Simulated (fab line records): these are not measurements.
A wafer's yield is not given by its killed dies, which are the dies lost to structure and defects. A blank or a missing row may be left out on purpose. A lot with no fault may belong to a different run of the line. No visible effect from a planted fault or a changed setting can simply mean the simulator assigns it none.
What tool caused it? / flow n5Finfet / 27 wafers from 9 lots sampled at 4 of the route's 1938 steps

WHAT THE GAUGES SHOWED, per wafer
N5_BEOL_M4_THK_MEAS_01.
lot=L423; measured=day 7 23:05; on=filmMetro-01; M4_ILD_THK (nm)=78.7 77.5 78.6
lot=L424; measured=day 8 08:56; on=filmMetro-01; M4_ILD_THK (nm)=78.5 78.9 80.5
lot=L425; measured=day 8 12:48; on=filmMetro-01; M4_ILD_THK (nm)=79.8 79.1 81.3
lot=L427; measured=day 9 06:22; on=filmMetro-02; M4_ILD_THK (nm)=80.0 79.5 79.6
lot=L434; measured=day 10 13:23; on=filmMetro-01; M4_ILD_THK (nm)=61.9 79.3 81.4
lot=L437; measured=day 11 09:10; on=filmMetro-02; M4_ILD_THK (nm)=62.5 80.7 81.1
lot=L439; measured=day 11 18:59; on=filmMetro-02; M4_ILD_THK (nm)=78.2 80.4 78.5
lot=L440; measured=day 12 16:52; on=filmMetro-02; M4_ILD_THK (nm)=79.6 81.3 82.1
lot=L446; measured=day 13 10:51; on=filmMetro-01; M4_ILD_THK (nm)=79.0 77.5 79.9

TOOL THAT RAN EACH LOT (tool first, then ch and the chambers of the sampled wafers, then the start)
lot=L423; N5_BEOL_M3_ANNEAL_51=rtpAnneal-01 ch 0, day 7 22:05; N5_BEOL_M3_PRE_CLEAN_60=cvdCo-01 ch 1,2, day 7 22:44; N5_BEOL_M4_ILD_DEP_00=pecvd-02 ch 0,1,2, day 7 23:01
lot=L424; N5_BEOL_M3_ANNEAL_51=rtpAnneal-01 ch 0, day 8 07:58; N5_BEOL_M3_PRE_CLEAN_60=cvdCo-02 ch 0,1,2, day 8 08:35; N5_BEOL_M4_ILD_DEP_00=pecvd-03 ch 1,2, day 8 08:52
lot=L425; N5_BEOL_M3_ANNEAL_51=rtpAnneal-01 ch 0, day 8 11:49; N5_BEOL_M3_PRE_CLEAN_60=cvdCo-02 ch 0,1, day 8 12:27; N5_BEOL_M4_ILD_DEP_00=pecvd-03 ch 0,1,2, day 8 12:44
lot=L427; N5_BEOL_M3_ANNEAL_51=rtpAnneal-02 ch 0, day 9 05:26; N5_BEOL_M3_PRE_CLEAN_60=cvdCo-01 ch 0,1, day 9 06:01; N5_BEOL_M4_ILD_DEP_00=pecvd-01 ch 0,2, day 9 06:18
lot=L434; N5_BEOL_M3_ANNEAL_51=rtpAnneal-01 ch 0, day 10 12:22; N5_BEOL_M3_PRE_CLEAN_60=cvdCo-01 ch 0,2, day 10 13:00; N5_BEOL_M4_ILD_DEP_00=pecvd-03 ch 0,1,2, day 10 13:19
lot=L437; N5_BEOL_M3_ANNEAL_51=rtpAnneal-01 ch 0, day 11 07:58; N5_BEOL_M3_PRE_CLEAN_60=cvdCo-01 ch 0,2, day 11 08:46; N5_BEOL_M4_ILD_DEP_00=pecvd-03 ch 1,2, day 11 09:05
lot=L439; N5_BEOL_M3_ANNEAL_51=rtpAnneal-01 ch 0, day 11 18:01; N5_BEOL_M3_PRE_CLEAN_60=cvdCo-01 ch 0,1,2, day 11 18:36; N5_BEOL_M4_ILD_DEP_00=pecvd-02 ch 0,1, day 11 18:53
lot=L440; N5_BEOL_M3_ANNEAL_51=rtpAnneal-01 ch 0, day 12 15:45; N5_BEOL_M3_PRE_CLEAN_60=cvdCo-01 ch 0,2, day 12 16:23; N5_BEOL_M4_ILD_DEP_00=pecvd-02 ch 0,2, day 12 16:48
lot=L446; N5_BEOL_M3_ANNEAL_51=rtpAnneal-02 ch 0, day 13 09:50; N5_BEOL_M3_PRE_CLEAN_60=cvdCo-01 ch 0,2, day 13 10:26; N5_BEOL_M4_ILD_DEP_00=pecvd-01 ch 0,1, day 13 10:47
- N5_BEOL_M3_ANNEAL_51: time 90 s.
- N5_BEOL_M3_PRE_CLEAN_60: time 15 s.
- N5_BEOL_M4_ILD_DEP_00: deposits SiOC from DEMS/O2, target thk 79 nm, time 15.3 s.

THE ANSWER, worked out from the rows above alone
Rule: the lots themselves supply what counts as usual. Put in order of their means at a reading, lots are off if they are a third of the lots or fewer, leave a main group of 4 or more, and stand apart from it by a gap of 3 or more times the standard deviation of the main group's means; of several such gaps the widest counts. A main group whose means are all the same, to the digits that the tables above print for the reading, isn't used. Also off: a lot with no number at a reading for which 4 or more lots have one. Any other lot the step has rows for is counted as sound.
Off: L434, L437, seen at N5_BEOL_M4_THK_MEAS_01 (M4_ILD_THK). The main group has a mean of 79.5 nm with a standard deviation of 0.83.
If a tool, at a process step before that reading, ran all the lots that are off and no sound lot after the first of them, it fits. Gauges at N5_BEOL_M4_THK_MEAS_01: tried the same way as those tools. One fits: N5_BEOL_M4_ILD_DEP_00 on pecvd-03. A fault onset in the window from L425 (day 8 12:44, its last sound lot) to L434 (day 10 13:19, its first lot off) fits.

WHAT HAD BEEN PUT IN BY THE SIMULATOR
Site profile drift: pecvd-03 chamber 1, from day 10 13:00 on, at N5_BEOL_M4_ILD_DEP_00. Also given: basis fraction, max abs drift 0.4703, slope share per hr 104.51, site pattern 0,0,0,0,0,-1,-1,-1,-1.
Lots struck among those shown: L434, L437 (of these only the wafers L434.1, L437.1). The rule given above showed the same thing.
